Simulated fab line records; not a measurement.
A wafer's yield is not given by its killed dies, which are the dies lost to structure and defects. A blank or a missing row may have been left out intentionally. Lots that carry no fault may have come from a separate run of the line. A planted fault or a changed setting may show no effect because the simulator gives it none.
The tool behind it: which one?	flow nandHarc	21 lots, 63 wafers sampled, at 5 steps of a route of 1302

WHAT EACH GAUGE READ, for each wafer
NHARC_A_STAIRCASE_INSPECT_155. Usual: rawDefectCount at 423, with a standard deviation of 120.
lot	measured	on	rawDefectCount	flag
L074	day 19 13:02	defectInspect-02	455 349 288	
L076	day 19 12:45	defectInspect-01	543 275 367	
L075	day 19 12:39	defectInspect-02	652 694 642	
L077	day 20 09:41	defectInspect-01	402 475 451	
L078	day 20 09:44	defectInspect-02	302 267 331	
L079	day 21 01:44	defectInspect-01	461 469 504	
L080	day 21 01:57	defectInspect-02	287 370 356	
L081	day 21 20:52	defectInspect-02	340 238 310	
L082	day 22 21:38	defectInspect-02	695 572 498	
L083	day 22 21:54	defectInspect-01	332 330 257	
L084	day 22 22:58	defectInspect-02	460 527 694	
L085	day 23 19:37	defectInspect-01	475 347 493	
L087	day 24 04:04	defectInspect-01	391 345 325	
L086	day 24 03:16	defectInspect-01	410 459 336	
L088	day 24 21:10	defectInspect-01	352 331 422	
L092	day 27 04:04	defectInspect-02	442 452 523	
L094	day 27 03:14	defectInspect-01	384 531 379	
L093	day 27 03:34	defectInspect-02	386 562 448	
L095	day 27 23:19	defectInspect-01	323 516 248	
L097	day 28 04:47	defectInspect-02	355 536 387	
L096	day 28 04:31	defectInspect-01	440 422 660	

EACH LOT AND THE TOOL THAT RAN IT (in order: tool; ch and the chambers of the sampled wafers; start)
lot	NHARC_A_STAIRCASE_ETCH_452	NHARC_A_STAIRCASE_ETCH_453	NHARC_A_STAIRCASE_STRIP_476	NHARC_A_STAIRCASE_ETCHBACK_157
L074	rieDiel-08 ch 0,1,2, day 17 11:29 or earlier	rieDiel-02 ch 0,1,2, day 17 11:29 or earlier	rieDiel-08 ch 0,1,3, day 17 11:29	rieDiel-08 ch 0,1,2, day 19 12:04
L076	rieDiel-09 ch 1,2,3, day 17 19:34 or earlier	rieDiel-08 ch 1,2,3, day 17 19:34 or earlier	rieDiel-08 ch 0,3, day 17 19:34	rieDiel-09 ch 1,3, day 19 11:51
L075	rieDiel-08 ch 0,2,3, day 17 23:19 or earlier	rieDiel-02 ch 1,2, day 17 23:19 or earlier	rieDiel-02 ch 0,3, day 17 23:19	rieDiel-02 ch 0,1,2, day 19 11:46
L077	rieDiel-08 ch 0,1, day 18 16:33 or earlier	rieDiel-02 ch 2,3, day 18 16:33 or earlier	rieDiel-02 ch 0,1, day 18 16:33	rieDiel-09 ch 2,3, day 20 08:47
L078	rieDiel-09 ch 1,2,3, day 18 16:45 or earlier	rieDiel-02 ch 0,1, day 18 16:45 or earlier	rieDiel-09 ch 0,2, day 18 16:45	rieDiel-02 ch 0,2,3, day 20 08:50
L079	rieDiel-08 ch 0,1,2, day 19 02:11 or earlier	rieDiel-08 ch 0,3, day 19 02:11 or earlier	rieDiel-02 ch 0,1, day 19 02:11	rieDiel-09 ch 0,1,2, day 21 00:52
L080	rieDiel-09 ch 0,1, day 19 03:29 or earlier	rieDiel-08 ch 1,2, day 19 03:29 or earlier	rieDiel-08 ch 1,3, day 19 03:29	rieDiel-09 ch 0,2,3, day 21 01:04
L081	rieDiel-09 ch 1,2, day 20 00:19 or earlier	rieDiel-02 ch 0,1,2, day 20 00:19 or earlier	rieDiel-02 ch 0,1,3, day 20 00:19	rieDiel-08 ch 1,2, day 21 19:55
L082	rieDiel-08 ch 0,2,3, day 21 01:05 or earlier	rieDiel-09 ch 0,2,3, day 21 01:05 or earlier	rieDiel-08 ch 0,2,3, day 21 01:05	rieDiel-08 ch 1,2,3, day 22 20:46
L083	rieDiel-08 ch 0,1, day 20 22:41 or earlier	rieDiel-02 ch 2,3, day 20 22:41 or earlier	rieDiel-02 ch 2,3, day 20 22:41	rieDiel-09 ch 1,2, day 22 21:02
L084	rieDiel-09 ch 0,1,3, day 21 01:23 or earlier	rieDiel-02 ch 2,3, day 21 01:23 or earlier	rieDiel-08 ch 0,3, day 21 01:23	rieDiel-02 ch 0,3, day 22 22:04
L085	rieDiel-09 ch 1,2, day 21 17:36 or earlier	rieDiel-08 ch 0,2, day 21 17:36 or earlier	rieDiel-08 ch 0,1, day 21 17:36	rieDiel-09 ch 0,3, day 23 18:40
L087	rieDiel-02 ch 0,2,3, day 22 04:35 or earlier	rieDiel-08 ch 0,1,3, day 22 04:35 or earlier	rieDiel-09 ch 0,2,3, day 22 04:35	rieDiel-02 ch 0,1,2, day 24 03:10
L086	rieDiel-02 ch 1,2, day 22 05:55 or earlier	rieDiel-08 ch 2,3, day 22 05:55 or earlier	rieDiel-09 ch 1,2, day 22 05:55	rieDiel-09 ch 0,2,3, day 24 02:23
L088	rieDiel-08 ch 0,2,3, day 22 22:42 or earlier	rieDiel-09 ch 0,1,3, day 22 22:42 or earlier	rieDiel-08 ch 0,1, day 22 22:42	rieDiel-08 ch 2,3, day 24 20:13
L092	rieDiel-08 ch 0,2,3, day 25 07:42 or earlier	rieDiel-08 ch 0,2,3, day 25 07:42 or earlier	rieDiel-08 ch 0,2,3, day 25 07:42	rieDiel-09 ch 0,2,3, day 27 02:56
L094	rieDiel-08 ch 0,2,3, day 25 09:48 or earlier	rieDiel-09 ch 0,2,3, day 25 09:48 or earlier	rieDiel-02 ch 1,2,3, day 25 09:48	rieDiel-09 ch 2,3, day 27 02:22
L093	rieDiel-09 ch 0,2,3, day 25 10:23 or earlier	rieDiel-08 ch 1,2, day 25 10:23 or earlier	rieDiel-02 ch 2,3, day 25 10:23	rieDiel-08 ch 1,2, day 27 02:38
L095	rieDiel-09 ch 1,2,3, day 26 03:40 or earlier	rieDiel-09 ch 0,2,3, day 26 03:40 or earlier	rieDiel-08 ch 0,1, day 26 03:40	rieDiel-02 ch 0,2,3, day 27 22:26
L097	rieDiel-09 ch 1,2,3, day 26 06:50 or earlier	rieDiel-02 ch 0,1,3, day 26 06:50 or earlier	rieDiel-09 ch 0,1,3, day 26 06:50	rieDiel-02 ch 0,1,2, day 28 03:52
L096	rieDiel-08 ch 0,2,3, day 26 09:04 or earlier	rieDiel-02 ch 0,2,3, day 26 09:04 or earlier	rieDiel-09 ch 1,2, day 26 09:04	rieDiel-09 ch 0,3, day 28 03:37
- NHARC_A_STAIRCASE_ETCH_452: etches the open film in CF4/O2, target depth 30 nm, overetch 3 nm, time 16.5 s.
- NHARC_A_STAIRCASE_ETCH_453: etches the open film in CF4/O2, target depth 30 nm, overetch 3 nm, time 16.5 s.
- NHARC_A_STAIRCASE_STRIP_476: strips in O2, time 20 s.
- NHARC_A_STAIRCASE_ETCHBACK_157: etches the open film in CH3F/O2, target depth 90 nm, time 167.14 s.

AS READ BY THE TOOLS THEMSELVES (means over the sampled wafers that have a number; for cases with no such wafer, the mark the record gives instead)
NHARC_A_STAIRCASE_ETCH_452. Usual: drypumpMotorCurrentA 5.5 A, standard deviation 0.57; oesProductAu 0.999 a.u., standard deviation 0.01; rfVppV 197.8 V, standard deviation 1.4; showerheadPlenumPTorr 1.33 Torr, standard deviation 0.057; throttleValvePct 13.398 %, standard deviation 0.009.
lot	tool	drypumpMotorCurrentA (A)	oesProductAu (a.u.)	rfVppV (V)	showerheadPlenumPTorr (Torr)	throttleValvePct (%)	flag
L074	rieDiel-08	5.6	1.004	197.1	1.35	13.402	
L076	rieDiel-09	5.3	0.996	196.3	1.30	13.392	
L075	rieDiel-08	5.3	1.010	197.7	1.31	13.398	
L077	rieDiel-08	5.6	1.001	197.6	1.34	13.399	
L078	rieDiel-09	5.3	0.996	196.8	1.30	13.402	
L079	rieDiel-08	5.6	0.992	198.6	1.34	13.403	
L080	rieDiel-09	6.2	0.994	198.2	1.35	13.401	
L081	rieDiel-09	5.4	0.991	195.9	1.26	13.388	
L082	rieDiel-08	5.4	1.002	197.9	1.31	13.395	
L083	rieDiel-08	5.6	1.001	198.0	1.38	13.398	
L084	rieDiel-09	5.7	0.997	197.5	1.36	13.400	
L085	rieDiel-09	5.4	0.997	196.2	1.26	13.401	
L087	rieDiel-02	5.8	1.004	198.8	1.35	13.400	
L086	rieDiel-02	6.1	0.994	198.3	1.35	13.400	
L088	rieDiel-08	5.3	1.010	198.1	1.31	13.394	
L092	rieDiel-08	5.3	1.003	198.0	1.30	13.403	
L094	rieDiel-08	5.3	1.006	197.5	1.30	13.402	
L093	rieDiel-09	5.3	0.988	198.2	1.39	13.394	
L095	rieDiel-09	5.3	0.994	198.0	1.36	13.396	
L097	rieDiel-09	5.3	0.995	199.1	1.36	13.401	
L096	rieDiel-08	5.3	1.008	196.8	1.30	13.398	

NHARC_A_STAIRCASE_ETCH_453. Usual: drypumpMotorCurrentA 5.6 A, standard deviation 0.63; oesProductAu 0.999 a.u., standard deviation 0.01; rfVppV 198.1 V, standard deviation 1.4; showerheadPlenumPTorr 1.35 Torr, standard deviation 0.055; throttleValvePct 13.397 %, standard deviation 0.0082.
lot	tool	drypumpMotorCurrentA (A)	oesProductAu (a.u.)	rfVppV (V)	showerheadPlenumPTorr (Torr)	throttleValvePct (%)	flag
L074	rieDiel-02	6.2	1.004	198.2	1.38	13.395	
L076	rieDiel-08	5.3	1.011	198.3	1.36	13.390	
L075	rieDiel-02	5.9	0.997	199.1	1.36	13.399	
L077	rieDiel-02	5.2	0.997	196.7	1.31	13.391	
L078	rieDiel-02	6.6	1.005	200.6	1.40	13.398	
L079	rieDiel-08	5.4	0.995	197.1	1.29	13.409	
L080	rieDiel-08	5.6	1.005	198.8	1.39	13.404	
L081	rieDiel-02	6.2	1.002	199.1	1.38	13.394	
L082	rieDiel-09	5.2	0.999	198.1	1.33	13.398	
L083	rieDiel-02	5.4	0.994	197.9	1.33	13.397	
L084	rieDiel-02	5.4	0.993	197.1	1.33	13.389	
L085	rieDiel-08	5.5	1.002	197.5	1.31	13.400	
L087	rieDiel-08	5.4	1.001	197.2	1.34	13.392	
L086	rieDiel-08	5.3	1.008	197.1	1.32	13.391	
L088	rieDiel-09	5.7	0.989	198.8	1.35	13.397	
L092	rieDiel-08	5.3	1.007	196.3	1.30	13.397	
L094	rieDiel-09	5.3	1.003	199.2	1.39	13.394	
L093	rieDiel-08	5.6	0.991	198.3	1.35	13.400	
L095	rieDiel-09	5.3	1.001	198.4	1.39	13.396	
L097	rieDiel-02	6.0	0.995	197.1	1.34	13.399	
L096	rieDiel-02	5.8	0.995	196.9	1.34	13.401	

NHARC_A_STAIRCASE_STRIP_476. Usual: drypumpMotorCurrentA 5.6 A, standard deviation 0.62; oesProductAu 0.999 a.u., standard deviation 0.012; rfVppV 58.0 V, standard deviation 0.88; showerheadPlenumPTorr 3.56 Torr, standard deviation 0.14; throttleValvePct 17.037 %, standard deviation 0.01.
lot	tool	drypumpMotorCurrentA (A)	oesProductAu (a.u.)	rfVppV (V)	showerheadPlenumPTorr (Torr)	throttleValvePct (%)	flag
L074	rieDiel-08	5.3	1.015	57.6	3.57	17.046	
L076	rieDiel-08	5.4	1.007	58.5	3.43	17.030	
L075	rieDiel-02	6.1	1.011	58.4	3.64	17.042	
L077	rieDiel-02	6.4	1.001	58.4	3.64	17.047	
L078	rieDiel-09	5.7	0.988	57.5	3.58	17.034	
L079	rieDiel-02	6.4	0.995	57.4	3.64	17.042	
L080	rieDiel-08	5.4	1.004	58.3	3.68	17.039	
L081	rieDiel-02	6.0	1.001	57.1	3.57	17.027	
L082	rieDiel-08	5.3	1.002	57.5	3.46	17.036	
L083	rieDiel-02	5.2	0.992	57.7	3.44	17.042	
L084	rieDiel-08	5.4	1.007	57.9	3.42	17.027	
L085	rieDiel-08	5.6	1.004	58.1	3.64	17.040	
L087	rieDiel-09	5.3	0.991	58.9	3.68	17.038	
L086	rieDiel-09	5.9	0.978	58.2	3.58	17.032	
L088	rieDiel-08	5.6	1.009	58.4	3.63	17.034	
L092	rieDiel-08	5.3	1.014	57.8	3.44	17.035	
L094	rieDiel-02	5.6	0.990	57.9	3.49	17.033	
L093	rieDiel-02	5.4	0.998	58.4	3.49	17.037	
L095	rieDiel-08	5.6	1.009	57.7	3.49	17.038	
L097	rieDiel-09	5.7	0.993	57.7	3.55	17.038	
L096	rieDiel-09	5.8	0.982	58.9	3.57	17.039	

NHARC_A_STAIRCASE_ETCHBACK_157. Usual: drypumpMotorCurrentA 5.6 A, standard deviation 0.67; oesProductAu 0.96 a.u., standard deviation 0.034; rfVppV 244.5 V, standard deviation 1.7; showerheadPlenumPTorr 2.48 Torr, standard deviation 0.11; throttleValvePct 20.662 %, standard deviation 0.01.
lot	tool	drypumpMotorCurrentA (A)	oesProductAu (a.u.)	rfVppV (V)	showerheadPlenumPTorr (Torr)	throttleValvePct (%)	flag
L074	rieDiel-08	5.6	0.94	245.0	2.47	20.672	
L076	rieDiel-09	5.7	1.00	244.0	2.44	20.655	
L075	rieDiel-02	6.2	0.92	245.0	2.54	20.663	
L077	rieDiel-09	4.8	0.95	243.9	2.40	20.665	
L078	rieDiel-02	5.8	0.98	244.9	2.49	20.656	
L079	rieDiel-09	5.8	0.92	242.7	2.43	20.667	
L080	rieDiel-09	5.3	0.92	244.9	2.44	20.659	
L081	rieDiel-08	5.6	1.00	244.9	2.56	20.671	
L082	rieDiel-08	5.3	0.98	244.9	2.49	20.662	
L083	rieDiel-09	5.4	0.99	246.5	2.58	20.657	
L084	rieDiel-02	6.1	0.96	244.9	2.51	20.665	
L085	rieDiel-09	5.2	1.00	245.7	2.50	20.657	
L087	rieDiel-02	6.2	0.93	245.2	2.53	20.666	
L086	rieDiel-09	5.3	0.93	245.2	2.56	20.678	
L088	rieDiel-08	5.4	1.00	242.8	2.42	20.659	
L092	rieDiel-09	5.3	0.98	245.3	2.55	20.657	
L094	rieDiel-09	4.9	0.97	245.3	2.57	20.661	
L093	rieDiel-08	5.6	0.93	244.1	2.48	20.668	
L095	rieDiel-02	5.8	0.97	244.1	2.46	20.666	
L097	rieDiel-02	6.2	0.92	245.1	2.51	20.665	
L096	rieDiel-09	5.6	0.93	245.1	2.52	20.666	

THE ANSWER, worked out from the rows above alone
Rule: a lot is off if the mean of its wafers that have a number lies more than 3 standard deviations from the usual mean. A lot without any number at a reading at which 4 lots or more have one is off too. Where the step has rows for the other lots, those lots are counted as sound. Order of review: gauges by route order, followed by the tools' own readings, for which a lot's mean as printed above is used. The first step at which some lot is off is used, and at that step the reading that is off furthest; a lot without a number counts as furthest.
No lot is off at any reading shown: from this, nothing can be told.

WHAT THE SIMULATOR PUT IN
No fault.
